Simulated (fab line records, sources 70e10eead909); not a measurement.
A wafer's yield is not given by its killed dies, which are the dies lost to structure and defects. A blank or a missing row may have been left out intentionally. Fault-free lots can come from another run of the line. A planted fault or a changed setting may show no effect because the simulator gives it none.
Struck lot and sound lot, side by side	flow nand harc	15 steps out of a route of 1302
Sound: the wafers L703.2, L703.3, L703.4. Struck: wafer L715.4. (L715.1 of the same lot was not struck and is left out.) The cause comes at the end.
Order at every step that has rows: each side's tool, ch and its chambers, its first start. Under that, the readings that differ: sound wafers	struck wafers	difference of the means	sigmas: that difference in standard deviations of wafers without a fault.
alike: same words and numbers on both sides, and readings whose means sit less than 2 such deviations apart. not compared: any withheld reading, any reading some wafer has no value for, any bound like >300 that may hide the same value, and any number with overlapping values for which the record gives no deviation.
A row with sigmas, a row that says differs or no value, or rows on one side alone: a step with any of these is where the two part. Numbers that have no deviation but don't overlap get no sigmas and don't part them. Lack of a reading on every wafer of one side parts them only where that side has two or more wafers.

NHARC_A_DECK1_JOINT_CMP_02: polishes SiOx.
  sound on cmp-03 ch 0,1,2, day 13 20:02; struck on cmp-03 ch 2, day 18 22:38
  alike: motor current A
next, for these wafers, 1 step has no rows: NHARC_A_DECK1_JOINT_SRD_15.
NHARC_A_DECK1_JOINT_DEP_16: deposits SiO2, target thk 45 nm.
  sound on pecvd-04 ch 1,2, day 13 20:26; struck on pecvd-03 ch 0, day 18 22:59
reading	sound	struck	difference	sigmas
throttle valve pct (%)	16.1 16.2 16.2	15.5	-0.7	-2
  alike: heater power w, showerhead vpp V
NHARC_A_DECK1_JOINT_THK_MEAS_17: measures by ellipsometry.
  sound on film metro-02, day 13 20:43; struck on film metro-01, day 18 23:16
  alike: thk nm
NHARC_A_DECK1_JOINT_INSPECT_05:
  sound on defect inspect-01, day 13 20:45; struck on defect inspect-01, day 18 23:18
  alike: raw defect count
next comes 1 step that has no rows for these wafers: NHARC_A_ONON_D2_DEP_00 (target thickness 1000 nm).
NHARC_A_ONON_D2_THK_MEAS_02: measures by ellipsometry.
  sound on film metro-02, day 13 21:19; struck on film metro-02, day 18 23:52
  alike: thk nm
next comes 1 step that has no rows for these wafers: NHARC_A_ONON_D2_DEP_03 (target thickness 1000 nm).
NHARC_A_ONON_D2_THK_MEAS_05: measures by ellipsometry.
  sound on film metro-02, day 13 21:53; struck on film metro-02, day 19 00:26
  alike: thk nm
next comes 1 step that has no rows for these wafers: NHARC_A_ONON_D2_DEP_06 (target thickness 1000 nm).
NHARC_A_ONON_D2_THK_MEAS_08: measures by ellipsometry.
  sound on film metro-02, day 13 22:28; struck on film metro-01, day 19 01:01
reading	sound	struck	difference	sigmas
thk nm (nm)	997 999 997	1019	+21	+2
NHARC_A_ONON_D2_DEP_09: target thk 1000 nm.
  sound on pecvd onon-01 ch 0, day 13 22:34; struck on pecvd onon-01 ch 0, day 19 01:04
NHARC_A_ONON_D2_THK_MEAS_11: measures by ellipsometry.
  sound on film metro-02, day 13 23:01; struck on film metro-01, day 19 01:35
reading	sound	struck	difference	sigmas
thk nm (nm)	992 992 992	1607	+615	+63
next comes 1 step that has no rows for these wafers: NHARC_A_ONON_D2_DEP_12 (target thickness 1000 nm).
-- jump in the record: it breaks off in module A_ONON_D2 and resumes in module END (first step shown: number 1302 of the route), and 12 days separate the struck wafers' starts before and after --
NHARC_END_SORT_01:
  at this point the record logs the struck wafers (prober-02 ch 0, day 30 16:14) and has no rows for the sound ones

WHERE THEY PART
At NHARC_A_DECK1_JOINT_DEP_16 first; at NHARC_END_SORT_01 last (within this record only).

WHY: what had been put in by the simulator
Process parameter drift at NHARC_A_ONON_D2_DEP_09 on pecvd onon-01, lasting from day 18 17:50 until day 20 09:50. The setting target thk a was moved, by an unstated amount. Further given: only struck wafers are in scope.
